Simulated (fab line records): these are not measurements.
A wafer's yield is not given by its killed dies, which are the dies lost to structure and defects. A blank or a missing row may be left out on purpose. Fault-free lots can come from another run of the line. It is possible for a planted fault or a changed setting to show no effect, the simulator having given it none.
Split-lot study :: flow n5Finfet :: 7 lots, 21 wafers read, on a route of 1938 steps

THE SPLIT
At N5_GATE_CUT_COAT_27 (time 60 s, resist thk 10 nm), the setting spinRpm was moved away from the recipe's 1500 rpm on 8 of the 21 wafers read, by -6.9% to +4.8%. All remaining wafers had this setting at the recipe value.

FROM THE SPLIT TO THE READING: what the file shows between them, 5 steps
- N5_GATE_CUT_EXPOSE_10: exposes mask GATE CUT, target cd 20 nm (also split here: doseMj)
- N5_GATE_CUT_PEB_11: peb time 60 s
- N5_GATE_CUT_DEVELOP_12: develop time 30 s
- N5_GATE_CUT_CD_MEAS_13: target cd 20 nm
- N5_GATE_CUT_DESCUM_18: chemistry O2, time 7 s

THE READING
etch.depthNm (the simulator's own value, which no gauge read), in nm, at N5_GATE_CUT_ETCH_28 (etches underlayer in N2/H2, target depth 13 nm, time 10.4 s). The file gives no usual value for it. The 13 wafers here that ran the recipe average 9.978 nm, standard deviation 0.024 nm.

wafer: L079.3
tool, chamber at the split: lithoTrack-04, 0
spinRpm as run, rpm: 1500
against the recipe: recipe
etch.depthNm, nm: 9.969
against lot-mates on the recipe: -

wafer: L079.5
tool, chamber at the split: lithoTrack-04, 0
spinRpm as run, rpm: 1500
against the recipe: recipe
etch.depthNm, nm: 9.996
against lot-mates on the recipe: -

wafer: L079.6
tool, chamber at the split: lithoTrack-04, 0
spinRpm as run, rpm: 1500
against the recipe: recipe
etch.depthNm, nm: 9.964
against lot-mates on the recipe: -

wafer: L084.1
tool, chamber at the split: lithoTrack-01, 0
spinRpm as run, rpm: 1563
against the recipe: +4.2%
etch.depthNm, nm: 9.807
against lot-mates on the recipe: no lot-mate on the recipe

wafer: L084.2
tool, chamber at the split: lithoTrack-01, 0
spinRpm as run, rpm: 1563
against the recipe: +4.2%
etch.depthNm, nm: 9.821
against lot-mates on the recipe: no lot-mate on the recipe

wafer: L084.6
tool, chamber at the split: lithoTrack-01, 0
spinRpm as run, rpm: 1563
against the recipe: +4.2%
etch.depthNm, nm: 9.813
against lot-mates on the recipe: no lot-mate on the recipe

wafer: L085.2
tool, chamber at the split: lithoTrack-05, 0
spinRpm as run, rpm: 1500
against the recipe: recipe
etch.depthNm, nm: 9.979
against lot-mates on the recipe: -

wafer: L085.5
tool, chamber at the split: lithoTrack-05, 0
spinRpm as run, rpm: 1396
against the recipe: -6.9%
etch.depthNm, nm: 10.37
against lot-mates on the recipe: +0.391

wafer: L085.6
tool, chamber at the split: lithoTrack-05, 0
spinRpm as run, rpm: 1396
against the recipe: -6.9%
etch.depthNm, nm: 10.33
against lot-mates on the recipe: +0.351

wafer: L091.1
tool, chamber at the split: lithoTrack-05, 0
spinRpm as run, rpm: 1500
against the recipe: recipe
etch.depthNm, nm: 10.01
against lot-mates on the recipe: -

wafer: L091.4
tool, chamber at the split: lithoTrack-05, 0
spinRpm as run, rpm: 1500
against the recipe: recipe
etch.depthNm, nm: 9.956
against lot-mates on the recipe: -

wafer: L091.5
tool, chamber at the split: lithoTrack-05, 0
spinRpm as run, rpm: 1500
against the recipe: recipe
etch.depthNm, nm: 9.994
against lot-mates on the recipe: -

wafer: L092.3
tool, chamber at the split: lithoTrack-01, 0
spinRpm as run, rpm: 1500
against the recipe: recipe
etch.depthNm, nm: 10.03
against lot-mates on the recipe: -

wafer: L092.4
tool, chamber at the split: lithoTrack-01, 0
spinRpm as run, rpm: 1407
against the recipe: -6.2%
etch.depthNm, nm: 10.39
against lot-mates on the recipe: +0.360

wafer: L092.5
tool, chamber at the split: lithoTrack-01, 0
spinRpm as run, rpm: 1407
against the recipe: -6.2%
etch.depthNm, nm: 10.34
against lot-mates on the recipe: +0.310

wafer: L096.2
tool, chamber at the split: lithoTrack-04, 0
spinRpm as run, rpm: 1572
against the recipe: +4.8%
etch.depthNm, nm: 9.749
against lot-mates on the recipe: -0.218

wafer: L096.3
tool, chamber at the split: lithoTrack-04, 0
spinRpm as run, rpm: 1500
against the recipe: recipe
etch.depthNm, nm: 9.953
against lot-mates on the recipe: -

wafer: L096.4
tool, chamber at the split: lithoTrack-04, 0
spinRpm as run, rpm: 1500
against the recipe: recipe
etch.depthNm, nm: 9.981
against lot-mates on the recipe: -

wafer: L097.1
tool, chamber at the split: lithoTrack-04, 0
spinRpm as run, rpm: 1500
against the recipe: recipe
etch.depthNm, nm: 9.96
against lot-mates on the recipe: -

wafer: L097.2
tool, chamber at the split: lithoTrack-04, 0
spinRpm as run, rpm: 1500
against the recipe: recipe
etch.depthNm, nm: 9.98
against lot-mates on the recipe: -

wafer: L097.4
tool, chamber at the split: lithoTrack-04, 0
spinRpm as run, rpm: 1500
against the recipe: recipe
etch.depthNm, nm: 9.941
against lot-mates on the recipe: -

THE FIT
A straight line over all 21 wafers: etch.depthNm changes by -0.0522 nm for each +1% of spinRpm; r = -0.98; the points scatter about the line by 0.034 nm.
The same after taking each lot's own level away (the mean of its wafers on the recipe; 18 wafers): -0.0523 nm for each +1%; r = -0.99; scatter 0.02 nm.
The reading moves by 0.36 nm for the largest change in spinRpm, on that fit.
The span of the lots' own levels, 9.9603 to 10.0300 nm, comes to 2.9 times the standard deviation stated above.
Consequently the slope shifts little with the lot-to-lot level, the two slopes agreeing.
Check: for one of the wafers moved furthest among these (-6.9%), held out of the fit, the line's prediction against its lot-mates is +0.359 nm. It came out at +0.391 nm against them.

THESE WAFERS: OTHER SPLITS
Note: prior to the reading, these wafers also went through further splits. Each is held against what the fit with the lots' levels taken away leaves over:
other split on the same wafers: N5_SD_EPI_P_EPI_21 timeS
wafers away from the commonest value: 4
r with etch.depthNm (lot level and that fit taken away): +0.13

other split on the same wafers: N5_HKMG_FIN_COAT_42 spinRpm
wafers away from the commonest value: 7
r with etch.depthNm (lot level and that fit taken away): +0.26

other split on the same wafers: N5_HKMG_FIN_EXPOSE_46 doseMj
wafers away from the commonest value: 7
r with etch.depthNm (lot level and that fit taken away): +0.04

other split on the same wafers: N5_HKMG_FIN_COAT_06 spinRpm
wafers away from the commonest value: 6
r with etch.depthNm (lot level and that fit taken away): +0.00

other split on the same wafers: N5_HKMG_FIN_EXPOSE_09 doseMj
wafers away from the commonest value: 4
r with etch.depthNm (lot level and that fit taken away): +0.46

other split on the same wafers: N5_GATE_CUT_EXPOSE_10 doseMj
wafers away from the commonest value: 5
r with etch.depthNm (lot level and that fit taken away): -0.03

THE WHOLE CHAIN: every reading that the file lists as answering this split, in the file's order
step: N5_GATE_CUT_COAT_27
what it does: time 60 s, resist thk 10 nm
reading: underlayer_of_GATE_CUT_COAT_27.thkNm (the simulator's own value, which no gauge read)
change (the file's fit): -0.0567 nm for each +1% of the setting
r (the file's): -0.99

step: N5_GATE_CUT_ETCH_28
what it does: etches underlayer in N2/H2, target depth 13 nm, time 10.4 s
reading: CAR-EUV_of_GATE_CUT_COAT_07.thkNm (the simulator's own value, which no gauge read)
change (the file's fit): +0.0661 nm for each +1% of the setting
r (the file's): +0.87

step: N5_GATE_CUT_ETCH_28
what it does: etches underlayer in N2/H2, target depth 13 nm, time 10.4 s
reading: etch.depthNm (the simulator's own value, which no gauge read)
change (the file's fit): -0.0518 nm for each +1% of the setting
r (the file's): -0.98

FILE'S OWN FIT
etch.depthNm changes by -0.0518 nm for each +1% of spinRpm, r = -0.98.
